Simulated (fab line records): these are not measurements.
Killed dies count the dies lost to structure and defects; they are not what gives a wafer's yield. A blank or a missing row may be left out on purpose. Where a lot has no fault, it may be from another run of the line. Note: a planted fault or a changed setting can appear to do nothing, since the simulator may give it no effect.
Struck lot and sound lot, side by side + flow nandHarc + 16 out of 1159 route steps
Sound: wafers L836.3, L836.4, L836.6. The struck wafers were L832.1, L832.3, L832.5. At the end, the cause is stated.
Each step with rows lists, per side, the tool, then ch with its chambers, then its first start. Under that, the readings that differ: sound wafers + struck wafers + difference of the means + sigmas: that difference in standard deviations of wafers without a fault.
alike: readings whose means differ by less than 2 such deviations, and words and numbers that are the same on both sides. not compared: withheld readings, readings that some wafer has no value for, bounds like >300 that may hide the same value, and numbers for which the record gives no deviation and whose values overlap.
The two part at a step that has a row with sigmas, a row that says differs or no value, or rows on one side only. When numbers do not overlap yet have no deviation, they are printed without sigmas and do not part them. Lack of a reading on every wafer of one side parts them only where that side has two or more wafers.

NHARC_A_SGD_CUT_ETCH_16: etches the open film in C4F8/O2/Ar, target depth 310.5 nm, time 155.2 s.
  sound on rieDiel-05 ch 0,2,3; struck on rieDiel-13 ch 0,3
  alike: oesProductAu, rfVppV
  not compared: rfHoursCounterH
then, 1 step without rows for these wafers: NHARC_A_SGD_CUT_STRIP_60 (strips in C4F8/O2/Ar).
NHARC_A_SGD_CUT_STRIP_17: strips in O2.
  sound on rieDiel-05 ch 0,3; struck on rieDiel-13 ch 1,3
  alike: drypumpMotorCurrentA, oesProductAu, rfVppV, showerheadPlenumPTorr, throttleValvePct
  not compared: rfHoursCounterH
then, 4 steps without rows for these wafers: NHARC_A_SGD_CUT_PRECLEAN_18 (cleans in SC1); NHARC_A_SGD_CUT_SRD_19; NHARC_A_SGD_CUT_DEP_20 (deposits SiO2, target thk 150 nm); NHARC_A_SGD_CUT_ANNEAL_27 (time 1800 s).
NHARC_A_SGD_CUT_CMP_21: polishes, target thk 148.19 nm.
  sound on cmp-01 ch 0,1,2, day 18 05:07; struck on cmp-04 ch 0,2,3, day 16 12:49
  alike: motorCurrentA, timeToEndpointS
NHARC_A_SGD_CUT_THK_MEAS_22: measures by ellipsometry.
  sound on filmMetro-02, day 18 05:22; struck on filmMetro-02, day 16 13:04
  alike: thkNm
then, 2 steps without rows for these wafers: NHARC_A_SGD_CUT_SRD_23; NHARC_A_SGD_CUT_ETCH_26 (etches SiO2 in dHF, target depth 45.8 nm).
NHARC_A_SGD_CUT_ETCHBACK_24: etches the open film in CH3F/O2, target depth 50 nm, time 92.857 s.
  sound on rieDiel-13 ch 1,3, day 18 05:37; struck on rieDiel-06 ch 0,1,3, day 16 13:17
| reading              | sound                | struck               | difference | sigmas |
|----------------------|----------------------|----------------------|------------|--------|
| throttleValvePct (%) | 20.672 20.692 20.677 | 20.650 20.647 20.665 | -0.026     | -3     |
  alike: drypumpMotorCurrentA, oesProductAu, rfVppV, showerheadPlenumPTorr
  not compared: rfHoursCounterH
NHARC_A_SGD_CUT_STRIP_28: strips in O2, time 20 s.
  sound on rieDiel-13 ch 1,3, day 18 05:44; struck on rieDiel-06 ch 0,1,2, day 16 13:26
  alike: drypumpMotorCurrentA, oesProductAu, rfVppV, showerheadPlenumPTorr, throttleValvePct
  not compared: rfHoursCounterH
NHARC_A_SGD_CUT_INSPECT_25:
  sound on defectInspect-02, day 18 05:50; struck on defectInspect-02, day 16 13:32
| reading        | sound       | struck      | difference | sigmas |
|----------------|-------------|-------------|------------|--------|
| rawDefectCount | 323 302 323 | 596 582 593 | +274       | +4     |
NHARC_A_SLIT_DEP_25: deposits SiO2, target thk 200 nm.
  sound on pecvd-04 ch 0,1, day 18 05:56; struck on pecvd-03 ch 1,2, day 16 13:36
  alike: heaterPowerOuterW, heaterPowerW, showerheadVppV, throttleValvePct
-- jump in the record: it breaks off in module A_SLIT and resumes in module END (first step shown: number 1159 of the route), and 5 days separate the struck wafers' starts before and after --
NHARC_END_SORT_01:
  sound on prober-02 ch 0, day 23 13:39; struck on prober-01 ch 0, day 21 17:58
| reading       | sound    | struck   | difference | sigmas |
|---------------|----------|----------|------------|--------|
| killedAtArray | 29 30 32 | 87 83 86 | +55        | +5     |
| killedDies    | 33 34 34 | 90 86 91 | +55        | +5     |
  alike: killedAtOther, killedAtPeriphery, killedOpen, killedShort

WHERE THEY PART
First at NHARC_A_SGD_CUT_ETCHBACK_24; last, within this record, at NHARC_END_SORT_01.

WHY: what had been put in by the simulator
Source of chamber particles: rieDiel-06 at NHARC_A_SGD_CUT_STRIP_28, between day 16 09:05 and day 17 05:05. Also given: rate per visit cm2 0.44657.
